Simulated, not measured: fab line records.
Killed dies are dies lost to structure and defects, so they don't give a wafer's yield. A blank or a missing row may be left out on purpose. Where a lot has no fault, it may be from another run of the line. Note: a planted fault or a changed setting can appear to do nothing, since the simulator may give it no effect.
Matching of chambers :: flow n5-finfet :: N5_BEOL_M1_PRE_CLEAN_60 on cvd-co-01: 3 sister chambers
The step time 15 s. 36 wafers are shown with their chamber, then 12 later ones without.

## WAFERS, EACH WITH ITS CHAMBER
wafer: L075.1
chamber: 0
heater-power-w (W): 79

wafer: L075.3
chamber: 2
heater-power-w (W): 82

wafer: L075.4
chamber: 2
heater-power-w (W): 80

wafer: L077.1
chamber: 1
heater-power-w (W): 139

wafer: L077.3
chamber: 2
heater-power-w (W): 81

wafer: L077.6
chamber: 1
heater-power-w (W): 140

wafer: L078.2
chamber: 0
heater-power-w (W): 76

wafer: L078.4
chamber: 0
heater-power-w (W): 78

wafer: L078.5
chamber: 2
heater-power-w (W): 80

wafer: L079.1
chamber: 2
heater-power-w (W): 81

wafer: L079.3
chamber: 1
heater-power-w (W): 140

wafer: L079.4
chamber: 1
heater-power-w (W): 141

wafer: L081.1
chamber: 1
heater-power-w (W): 140

wafer: L081.4
chamber: 2
heater-power-w (W): 81

wafer: L081.5
chamber: 1
heater-power-w (W): 141

wafer: L083.1
chamber: 0
heater-power-w (W): 78

wafer: L083.5
chamber: 1
heater-power-w (W): 140

wafer: L083.6
chamber: 0
heater-power-w (W): 79

wafer: L084.2
chamber: 0
heater-power-w (W): 77

wafer: L084.3
chamber: 2
heater-power-w (W): 83

wafer: L084.5
chamber: 1
heater-power-w (W): 138

wafer: L085.3
chamber: 1
heater-power-w (W): 138

wafer: L085.5
chamber: 1
heater-power-w (W): 141

wafer: L085.6
chamber: 2
heater-power-w (W): 81

wafer: L086.1
chamber: 1
heater-power-w (W): 144

wafer: L086.3
chamber: 0
heater-power-w (W): 76

wafer: L086.4
chamber: 2
heater-power-w (W): 81

wafer: L088.1
chamber: 2
heater-power-w (W): 82

wafer: L088.4
chamber: 2
heater-power-w (W): 83

wafer: L088.5
chamber: 0
heater-power-w (W): 78

wafer: L090.1
chamber: 2
heater-power-w (W): 82

wafer: L090.3
chamber: 0
heater-power-w (W): 76

wafer: L090.5
chamber: 0
heater-power-w (W): 77

wafer: L092.3
chamber: 1
heater-power-w (W): 143

wafer: L092.4
chamber: 2
heater-power-w (W): 80

wafer: L092.6
chamber: 1
heater-power-w (W): 141

SIGNATURES (averages over the wafers above)
reading: heater-power-w
chamber 0: 77.40
chamber 1: 140.46
chamber 2: 81.31
scatter within a chamber: 1.35
Rule: distance of a wafer from a chamber = root of the sum over the readings of ((wafer's reading minus chamber's mean) / reading's scatter) squared. The wafer belongs to the nearest chamber; if the next one is less than 2 further off, it can't be placed. The scatter: the root of (the sum of the squares of (reading less its chamber's mean) over the shown wafers, divided by (wafers less chambers)).

## WAFERS WHOSE CHAMBER IS MISSING
wafer: L093.3
heater-power-w (W): 82

wafer: L093.4
heater-power-w (W): 82

wafer: L093.6
heater-power-w (W): 77

wafer: L094.1
heater-power-w (W): 83

wafer: L094.5
heater-power-w (W): 77

wafer: L094.6
heater-power-w (W): 143

wafer: L095.2
heater-power-w (W): 82

wafer: L095.4
heater-power-w (W): 78

wafer: L095.6
heater-power-w (W): 142

wafer: L096.1
heater-power-w (W): 81

wafer: L096.5
heater-power-w (W): 142

wafer: L096.6
heater-power-w (W): 83

## EACH ONE'S CHAMBER
wafer: L093.3
from the rows above: 2
in truth: 2

wafer: L093.4
from the rows above: 2
in truth: 2

wafer: L093.6
from the rows above: 0
in truth: 0

wafer: L094.1
from the rows above: 2
in truth: 2

wafer: L094.5
from the rows above: 0
in truth: 0

wafer: L094.6
from the rows above: 1
in truth: 1

wafer: L095.2
from the rows above: 2
in truth: 2

wafer: L095.4
from the rows above: 0
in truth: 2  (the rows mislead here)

wafer: L095.6
from the rows above: 1
in truth: 1

wafer: L096.1
from the rows above: 2
in truth: 2

wafer: L096.5
from the rows above: 1
in truth: 1

wafer: L096.6
from the rows above: 2
in truth: 2
11 of 12 placed correctly. Not placeable from these rows: 0. Wrongly placed: 1.
